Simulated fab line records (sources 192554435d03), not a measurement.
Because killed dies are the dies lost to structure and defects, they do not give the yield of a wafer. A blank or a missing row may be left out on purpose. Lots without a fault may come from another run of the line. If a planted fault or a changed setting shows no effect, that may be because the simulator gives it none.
Matching of chambers / flow n5 finfet / ald metal-03 running N5_BEOL_M0_ALD_136: 4 sister chambers
The step deposits TaN, pulse time 2 s, purge time 3 s, co reactant purge time 2 s. 8 wafers are shown with their chamber, then 8 later ones without.

## WAFERS PAIRED WITH THEIR CHAMBERS
wafer=L079.1; chamber=3; heater power w (W)=331; mfc carrier sccm (sccm)=1491
wafer=L082.1; chamber=0; heater power w (W)=412; mfc carrier sccm (sccm)=1508
wafer=L082.4; chamber=2; heater power w (W)=483; mfc carrier sccm (sccm)=1498
wafer=L084.6; chamber=2; heater power w (W)=480; mfc carrier sccm (sccm)=1503
wafer=L085.2; chamber=0; heater power w (W)=424; mfc carrier sccm (sccm)=1504
wafer=L085.3; chamber=1; heater power w (W)=482; mfc carrier sccm (sccm)=1504
wafer=L085.5; chamber=3; heater power w (W)=338; mfc carrier sccm (sccm)=1499
wafer=L089.1; chamber=1; heater power w (W)=489; mfc carrier sccm (sccm)=1496

## WAFERS WHOSE CHAMBER IS MISSING
wafer=L089.3; heater power w (W)=474; mfc carrier sccm (sccm)=1495
wafer=L089.5; heater power w (W)=470; mfc carrier sccm (sccm)=1501
wafer=L091.1; heater power w (W)=413; mfc carrier sccm (sccm)=1509
wafer=L091.4; heater power w (W)=480; mfc carrier sccm (sccm)=1509
wafer=L091.5; heater power w (W)=487; mfc carrier sccm (sccm)=1489
wafer=L094.1; heater power w (W)=472; mfc carrier sccm (sccm)=1501
wafer=L094.2; heater power w (W)=329; mfc carrier sccm (sccm)=1502
wafer=L094.4; heater power w (W)=420; mfc carrier sccm (sccm)=1507

## EACH ONE'S CHAMBER
wafer=L089.3; from the rows above=can't be placed: 2 or 1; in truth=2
wafer=L089.5; from the rows above=can't be placed: 2 or 1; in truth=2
wafer=L091.1; from the rows above=0; in truth=0
wafer=L091.4; from the rows above=can't be placed: 2 or 1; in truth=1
wafer=L091.5; from the rows above=can't be placed: 1 or 2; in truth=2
wafer=L094.1; from the rows above=can't be placed: 2 or 1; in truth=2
wafer=L094.2; from the rows above=3; in truth=3
wafer=L094.4; from the rows above=0; in truth=0
Placed correctly: 3 of 8. Unplaceable from these rows: 5, with the true chamber sitting among the candidates in 5. 0 placed wrongly.
How it was worked out, from the rows above alone: a wafer's distance from a chamber is the root of the sum, over the readings, of the square of ((its reading less the chamber's mean) divided by the reading's scatter). If the next closest chamber is less than 2 further off than the closest, the wafer can't be placed; otherwise it belongs to the closest. The mean given for a chamber averages the wafers shown for that chamber. The scatter: the root of (the sum of the squares of (reading less its chamber's mean) over the shown wafers, divided by (wafers less chambers)).
